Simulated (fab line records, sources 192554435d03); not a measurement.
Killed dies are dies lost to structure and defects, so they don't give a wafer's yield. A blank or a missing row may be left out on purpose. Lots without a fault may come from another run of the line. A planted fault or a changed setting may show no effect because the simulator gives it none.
Split-lot experiment | flow n5_finfet | 7 lots, 21 wafers read, on a route of 1938 steps

THE SPLIT
At N5_BEOL_M1_ETCH_77 (etches underlayer in N2/H2, target depth 6.5 nm, time 5.2 s), the setting source_w was moved away from the recipe's 840 W on 4 of the 21 wafers read, by -14.1% to +11.1%. The other wafers ran this setting at the recipe's value.

The reading is taken at the split's own step.

THE READING
rf_vpp_V, in V, at N5_BEOL_M1_ETCH_77 (etches underlayer in N2/H2, target depth 6.5 nm, time 5.2 s). Fault-free wafers of this fab line usually give 524.4 V, standard deviation 2.9 V.

wafer  | tool, chamber at the split | source_w as run, W | against the recipe | rf_vpp_V, V | against lot-mates on the recipe
L078.1 | rie_diel-06, 2             | 840                | recipe             | 528.3       | -
L078.3 | rie_diel-06, 3             | 772                | -8.1%              | 536.0       | +7.7
L078.4 | rie_diel-06, 1             | 772                | -8.1%              | 534.2       | +5.9
L081.1 | rie_diel-04, 1             | 840                | recipe             | 527.5       | -
L081.2 | rie_diel-04, 0             | 840                | recipe             | 528.4       | -
L081.6 | rie_diel-04, 3             | 840                | recipe             | 527.5       | -
L083.1 | rie_diel-04, 1             | 840                | recipe             | 523.6       | -
L083.2 | rie_diel-04, 0             | 933                | +11.1%             | 506.5       | -18.0
L083.6 | rie_diel-04, 2             | 840                | recipe             | 525.5       | -
L084.1 | rie_diel-01, 0             | 840                | recipe             | 521.2       | -
L084.5 | rie_diel-01, 3             | 840                | recipe             | 522.2       | -
L084.6 | rie_diel-01, 0             | 840                | recipe             | 520.5       | -
L086.2 | rie_diel-06, 3             | 840                | recipe             | 521.9       | -
L086.4 | rie_diel-06, 2             | 840                | recipe             | 527.9       | -
L086.6 | rie_diel-06, 2             | 721.9              | -14.1%             | 555.5       | +30.6
L087.1 | rie_diel-06, 2             | 840                | recipe             | 528.0       | -
L087.3 | rie_diel-06, 3             | 840                | recipe             | 524.1       | -
L087.5 | rie_diel-06, 3             | 840                | recipe             | 524.6       | -
L091.1 | rie_diel-01, 3             | 840                | recipe             | 522.7       | -
L091.2 | rie_diel-01, 2             | 840                | recipe             | 527.2       | -
L091.5 | rie_diel-01, 2             | 840                | recipe             | 526.9       | -

THE FIT
A straight line over all 21 wafers: rf_vpp_V changes by -1.76 V for each +1% of source_w; r = -0.94; the points scatter about the line by 3.2 V.
The same after taking each lot's own level away (the mean of its wafers on the recipe; 21 wafers): -1.65 V for each +1%; r = -0.93; scatter 3.1 V.
On that fit, the largest move of source_w shifts the reading by 23 V.
The lots' own levels span 521.30 to 528.30 V, that is 2.4 times the standard deviation above.
So the lot-to-lot level changes the slope little: the two slopes agree.
Check: with one of the wafers moved furthest among these (-14.1%) left out of the fit, the line predicts +16.8 V for it against its lot-mates. It came out at +30.6 V against them.
Tool readings at the split's step, against how far the setting was moved: etch_rf_on_time_s r = -0.81; rf_vpp_V r = -0.94.

OTHER SPLITS ON THESE WAFERS
These wafers also went through other splits before the reading. Each is held against what the fit with the lots' levels taken away leaves over:
other split on the same wafers | wafers away from the commonest value | r with rf_vpp_V (lot level and that fit taken away)
N5_BEOL_M1_COAT_05 spin_rpm    | 7                                    | +0.00
N5_BEOL_M1_ETCH_64 source_w    | 5                                    | -0.40
N5_BEOL_M1_COAT_68 spin_rpm    | 9                                    | -0.29

THE WHOLE CHAIN: every reading that the file lists as answering this split, in the file's order
step               | what it does                                                | reading           | change (the file's fit)              | r (the file's)
N5_BEOL_M1_ETCH_77 | etches underlayer in N2/H2, target depth 6.5 nm, time 5.2 s | etch_rf_on_time_s | withheld for each +1% of the setting | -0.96
N5_BEOL_M1_ETCH_77 | etches underlayer in N2/H2, target depth 6.5 nm, time 5.2 s | rf_vpp_V          | -1.77 V for each +1% of the setting  | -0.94

THE FILE'S OWN FIT
rf_vpp_V changes by -1.77 V for each +1% of source_w, r = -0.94.
